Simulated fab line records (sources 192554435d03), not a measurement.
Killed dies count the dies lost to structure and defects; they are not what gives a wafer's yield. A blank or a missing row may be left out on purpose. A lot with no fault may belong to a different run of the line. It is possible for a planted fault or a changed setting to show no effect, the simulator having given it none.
What tool caused it? -- flow n5Finfet -- 10 lots, 28 wafers sampled, at 6 steps of a route of 1938

WHAT THE GAUGES SHOWED, per wafer
N5_BEOL_M0_RS_MEAS_126: measures by four-point-probe.
lot,measured,on,M0_RS (ohm/sq)
L873,day 6 08:17,filmMetro-01,0.543 0.559 0.529
L872,day 6 08:31,filmMetro-01,0.536 0.525 0.512
L874,day 6 18:31,filmMetro-02,0.535 0.512 0.523
L876,day 7 04:38,filmMetro-02,0.511 0.514 0.479
L877,day 7 12:52,filmMetro-02,0.557 0.529 0.537
L880,day 8 08:25,filmMetro-01,0.536 0.512 0.539
L882,day 8 18:41,filmMetro-02,0.551 0.520 0.543
L887,day 10 16:32,filmMetro-02,0.560 0.555
L890,day 11 13:08,filmMetro-01,0.555 0.536
L889,day 11 19:05,filmMetro-01,0.545 0.550 0.538

N5_BEOL_M4_RC_MEAS_101.
lot,measured,on,DIBL_N (mV/V),DIBL_P (mV/V),IOFF_N (nA/um),IOFF_P (nA/um),ION_N (uA/um),ION_P (uA/um),SS_N (mV/dec),SS_P (mV/dec),VT_N (mV),VT_P (mV)
L873,day 8 14:06,prober-01,38.8 37.1 38.4,39.0 37.3 38.6,0.22 0.19 0.21,0.26 0.22 0.25,688 686 702,462 463 467,72.4 72.2 72.2,73.5 73.2 73.4,248 247 245,-249 -251 -248
L872,day 8 17:01,prober-01,34.4 33.4 35.9,34.0 33.2 36.3,0.15 0.13 0.18,0.20 0.17 0.23,677 665 684,472 455 463,70.9 70.7 71.7,73.2 73.0 73.2,249 250 245,-249 -254 -247
L874,day 9 01:14,prober-01,39.2 38.1 39.9,39.5 37.7 41.7,0.23 0.19 0.27,0.27 0.23 0.32,705 689 712,473 468 482,71.8 72.9 72.1,74.0 73.8 74.1,243 248 242,-247 -252 -243
L876,day 9 13:08,prober-02,39.4 35.0 35.1,39.2 33.6 34.5,0.25 0.14 0.15,0.30 0.21 0.23,694 656 679,472 460 471,72.9 71.2 70.9,73.9 72.8 73.0,243 252 248,-246 -249 -248
L877,day 9 18:03,prober-02,34.4 35.4 35.9,33.7 35.4 35.8,0.13 0.14 0.15,0.19 0.21 0.22,676 668 673,468 460 464,71.2 71.7 71.1,73.0 72.4 73.9,254 252 248,-252 -248 -246
L880,day 10 12:20,prober-02,35.3 33.3 36.0,36.0 34.3 36.6,0.16 0.13 0.18,0.26 0.22 0.28,686 670 686,475 473 477,72.0 70.9 71.9,73.8 73.4 73.5,249 250 249,-244 -246 -240
L882,day 10 13:31,prober-01,42.0 39.3 40.1,39.8 37.0 38.6,0.26 0.19 0.23,0.28 0.23 0.26,686 676 709,462 457 480,72.7 72.1 72.5,74.2 74.4 74.3,242 249 243,-247 -248 -243
L887,day 12 06:56,prober-02,36.5 34.8,38.3 34.9,0.18 0.13,0.26 0.19,693 678,477 467,71.9 71.0,73.7 72.9,248 255,-245 -248
L890,day 13 20:22,prober-01,37.3 39.4,36.5 38.5,0.15 0.18,0.20 0.23,673 673,461 456,71.4 72.3,73.8 74.2,254 254,-255 -252
L889,day 14 04:46,prober-01,36.4 36.9 35.1,38.7 39.7 37.1,0.18 0.18 0.15,0.25 0.26 0.23,686 690 674,472 480 469,72.6 72.1 72.0,73.6 73.6 73.0,246 247 250,-246 -245 -249

WHAT TOOL EACH LOT RAN ON (gives the tool, then ch and the chambers of the sampled wafers, and finally the start)
lot,N5_BEOL_M0_SURFACE_TREAT_137,N5_BEOL_M0_ANNEAL_133,N5_BEOL_M0_ECD_118,N5_BEOL_M0_CMP_120
L873,"pvdSputter-03, day 6 06:16","pvdSputter-01, day 6 06:42","ecdCu-02 ch 0,1, day 6 06:59","cmp-04 ch 2,3, day 6 07:43"
L872,"pvdSputter-02, day 6 06:45","pvdSputter-02, day 6 07:14","ecdCu-02 ch 0,1, day 6 07:31","cmp-03 ch 0,1,3, day 6 08:01"
L874,"pvdSputter-01, day 6 16:48","pvdSputter-01, day 6 17:18","ecdCu-02 ch 0,1, day 6 17:35","cmp-04 ch 0,1,2, day 6 18:04"
L876,"pvdSputter-03, day 7 01:23","pvdSputter-01, day 7 03:18","ecdCu-01 ch 0,1, day 7 03:36","cmp-01 ch 1,2,3, day 7 04:02"
L877,"pvdSputter-01, day 7 09:54","pvdSputter-03, day 7 11:32","ecdCu-02 ch 0,1, day 7 11:53","cmp-01 ch 0,2, day 7 12:15"
L880,"pvdSputter-02, day 8 06:43","pvdSputter-01, day 8 07:07","ecdCu-01 ch 0,1, day 8 07:25","cmp-01 ch 0,2,3, day 8 07:52"
L882,"pvdSputter-01, day 8 16:35","pvdSputter-01, day 8 17:13","ecdCu-02 ch 0,1, day 8 17:31","cmp-03 ch 0,1,2, day 8 18:11"
L887,"pvdSputter-01, day 10 13:52","pvdSputter-02, day 10 14:15","ecdCu-02 ch 0, day 10 14:31","cmp-04 ch 1,3, day 10 16:00"
L890,"pvdSputter-02, day 11 11:06","pvdSputter-03, day 11 11:28","ecdCu-02 ch 1, day 11 11:44","cmp-04 ch 2,3, day 11 12:35"
L889,"pvdSputter-01, day 11 17:19","pvdSputter-01, day 11 17:44","ecdCu-01 ch 0,1, day 11 18:02","cmp-04 ch 0,1,3, day 11 18:34"
- N5_BEOL_M0_SURFACE_TREAT_137
- N5_BEOL_M0_ANNEAL_133: time 60 s.
- N5_BEOL_M0_ECD_118: material Cu, target thk 300 nm.
- N5_BEOL_M0_CMP_120: polishes, stops on SiOC, t overpolish 6.9 s.

WHAT THE TOOLS THEMSELVES READ (means of the sampled wafers that have a number; where no wafer has one, the mark that the record gives instead)
N5_BEOL_M0_SURFACE_TREAT_137.
lot,tool,arFlowSccm (sccm)
L873,pvdSputter-03,29.87
L872,pvdSputter-02,30.05
L874,pvdSputter-01,30.07
L876,pvdSputter-03,30.09
L877,pvdSputter-01,29.97
L880,pvdSputter-02,29.96
L882,pvdSputter-01,30.04
L887,pvdSputter-01,30.05
L890,pvdSputter-02,30.01
L889,pvdSputter-01,29.93

N5_BEOL_M0_ANNEAL_133.
lot,tool,heaterPowerW (W)
L873,pvdSputter-01,813
L872,pvdSputter-02,848
L874,pvdSputter-01,854
L876,pvdSputter-01,753
L877,pvdSputter-03,840
L880,pvdSputter-01,868
L882,pvdSputter-01,893
L887,pvdSputter-02,804
L890,pvdSputter-03,748
L889,pvdSputter-01,764

N5_BEOL_M0_CMP_120.
lot,tool,edgeZonePressureFrac,headPressurePsi (psi),motorCurrentA (A),timeToEndpointS (s)
L873,cmp-04,1.002,1.0004,6.6,60.4
L872,cmp-03,1.002,0.9982,6.0,62.6
L874,cmp-04,1.006,0.9988,6.4,62.2
L876,cmp-01,1.006,1.0010,5.9,64.4
L877,cmp-01,1.001,0.9992,5.2,58.7
L880,cmp-01,1.000,0.9991,5.5,63.3
L882,cmp-03,0.998,0.9986,6.1,64.4
L887,cmp-04,1.006,0.9986,6.6,42.4
L890,cmp-04,0.996,0.9986,6.8,48.6
L889,cmp-04,0.993,1.0008,6.3,59.6

THE ANSWER, worked out from the rows above alone
Rule: the usual values come from the lots themselves. The widest of any qualifying gaps counts: lots, ordered by their means at a reading, are off when they make up no more than a third of the lots, leave a main group of 4 or more, and stand apart from it by 3 or more times the standard deviation of that group's means. Not used: any main group whose means are identical at the precision the tables above print for the reading. A lot without any number at a reading at which 4 lots or more have one is off too. Where the step has rows for the other lots, those lots are counted as sound. Order of review: gauges by route order, followed by the tools' own readings, for which a lot's mean as printed above is used. At the first step where some lot is off, the reading lying furthest off is the one used; lots without a number count as furthest.
Off: L887, L890, at N5_BEOL_M0_CMP_120 (timeToEndpointS). The main group: mean 62.0 s, standard deviation 2.
If a tool, at that step or one of the process steps before it, ran each lot that is off and ran no sound lot following the first of them, it fits. One fits: ecdCu-02 at N5_BEOL_M0_ECD_118. Its last sound lot is L882 (day 8 17:31), its first lot that is off L887 (day 10 14:31): a fault that began between those two fits.

WHAT THE SIMULATOR HAD PUT IN
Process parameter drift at N5_BEOL_M0_ECD_118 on ecdCu-02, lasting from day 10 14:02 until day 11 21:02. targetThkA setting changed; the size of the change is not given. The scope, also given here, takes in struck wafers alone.
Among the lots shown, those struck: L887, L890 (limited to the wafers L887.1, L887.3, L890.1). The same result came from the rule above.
